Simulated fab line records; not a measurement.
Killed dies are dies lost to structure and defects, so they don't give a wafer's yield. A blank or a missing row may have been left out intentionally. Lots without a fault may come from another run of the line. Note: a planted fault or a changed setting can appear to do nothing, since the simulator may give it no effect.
Matching of chambers ; flow n5-finfet ; N5_BEOL_M4_ILD_DEP_00 on pecvd-03 has 3 sister chambers
The step deposits SiOC from DEMS/O2, target thk 79 nm, time 15.3 s. 6 wafers are shown with their chamber, then 6 later ones without.

== WAFERS PAIRED WITH THEIR CHAMBERS ==
wafer;chamber;heater-power-w (W);showerhead-plenum-p-Torr (Torr)
L322.6;0;402;5.701
L324.5;2;473;5.727
L335.2;1;543;5.698
L335.4;1;527;5.695
L337.1;2;438;5.715
L337.5;0;380;5.698

== WAFERS WITHOUT THEIR CHAMBER ==
wafer;heater-power-w (W);showerhead-plenum-p-Torr (Torr)
L338.2;346;5.705
L338.3;482;5.699
L338.6;488;5.707
L339.2;542;5.708
L339.3;382;5.709
L339.4;546;5.690

== EACH ONE'S CHAMBER ==
wafer;from the rows above;in truth
L338.2;0;0
L338.3;can't be placed: 1 or 2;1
L338.6;can't be placed: 2 or 1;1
L339.2;1;1
L339.3;0;0
L339.4;1;1
Correctly placed: 4 of 6. Not placeable from these rows: 2 (in 2, the candidates include the true chamber). Wrongly placed: 0.
How it was worked out, from the rows above alone: a wafer's distance from a chamber is the root of the sum, over the readings, of the square of ((its reading less the chamber's mean) divided by the reading's scatter). If the next closest chamber is less than 2 further off than the closest, the wafer can't be placed; otherwise it belongs to the closest. For every chamber, the mean is computed from those of its wafers that are shown. How the scatter is found: for the shown wafers, subtract from each reading the mean of its chamber, square and add these, divide the total by (wafers less chambers), then take the root.
